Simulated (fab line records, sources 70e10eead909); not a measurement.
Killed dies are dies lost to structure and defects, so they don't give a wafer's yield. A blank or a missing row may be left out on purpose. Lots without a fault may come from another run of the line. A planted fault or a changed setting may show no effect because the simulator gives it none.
Problem report in the 8D (eight disciplines) form, filled by code | flow nand_harc | the parts of the form that need people (team, actions taken, sign-off) are left out

1. THE PROBLEM
run_length_s at NHARC_P_M1_ETCH_35 reads a mean of 52.1 s on 2 wafers of 1 lot; wafers without a fault read 65.2 s with a standard deviation of 0.55. That is -24 standard deviations from the usual mean.
The step: etches the open film in N2/H2, target depth 40 nm, overetch 12 nm, time 43.94 s.
First seen on wafer L698.1, day 12 22:01, on rie_diel-10. The record holds 15 wafers of 5 lots with a number at this step. Rule for "out", or "out of limits": more than 4 standard deviations from the usual mean. The other wafers with a number count as sound.

2. WHAT IT IS AND WHAT IT IS NOT
question                    | is                | is not
which readings at this step | run_length_s      | drypump_motor_current_A, mfc_ar_sccm, oes_product_au, rf_vpp_V, showerhead_plenum_p_Torr, throttle_valve_pct
which lots                  | L698              | L689, L701, L704, L705
which wafers of those lots  | L698.1, L698.5    | L698.4
read on which tools         | rie_diel-10       | rie_diel-11
when                        | from day 12 22:01 | up to then (4 sound wafers); but 9 sound wafers of L701, L704, L705 came after

3. SUSPECTS, AND WHAT RULES EACH OUT
Counting: a tool at a process step up to the reading stays a suspect if it ran every lot that is out. Sound lots after the first of them don't rule it out here, since some wafers of a struck lot are sound.
- rie_diel-10 at NHARC_P_M1_DESCUM_14 (chemistry O2, time 3 s): kept. It ran the lot that is out, L698 (day 12 21:56).
- rie_diel-10 at NHARC_P_M1_ETCH_35 (etches the open film in N2/H2, target depth 40 nm, overetch 12 nm, time 43.94 s): kept. It ran the lot that is out, L698 (day 12 22:01). Its own readings are out on those wafers: run_length_s.
- Within rie_diel-10 at NHARC_P_M1_DESCUM_14: the wafers that are out ran in chamber 0; their sound lot-mates ran in chamber 2.
- Within rie_diel-10 at NHARC_P_M1_ETCH_35: the wafers that are out ran in chamber 0; their sound lot-mates ran in chamber 2.
Left after counting: rie_diel-10 at NHARC_P_M1_DESCUM_14, rie_diel-10 at NHARC_P_M1_ETCH_35.

4. THE CAUSE (what the simulator had put in)
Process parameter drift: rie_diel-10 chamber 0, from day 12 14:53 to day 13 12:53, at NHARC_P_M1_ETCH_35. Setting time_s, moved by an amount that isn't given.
Counting left 2 suspects, and this tool is among them.

5. THE CHAIN OF EFFECTS, in route order
Each row: a reading whose mean over the struck wafers that have a number lies more than 3 standard deviations from the usual. Only readings for which the record gives a usual standard deviation are gone through. hours: the time from each lot's start at the first step in this table that gives one to its start at this step, as a median over the lots. sigmas: the change in usual standard deviations.
hours | step               | reading      | usual  | on struck wafers | change | sigmas
0     | NHARC_P_M1_ETCH_35 | run_length_s | 65.2 s | 52.1             | -13.1  | -24
The process steps in it:
- NHARC_P_M1_ETCH_35: etches the open film in N2/H2, target depth 40 nm, overetch 12 nm, time 43.94 s.

6. WHAT WOULD HAVE CAUGHT IT SOONER
In this record the first reading out of limits was taken at day 12 22:01, 7 hours after the fault began at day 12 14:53.
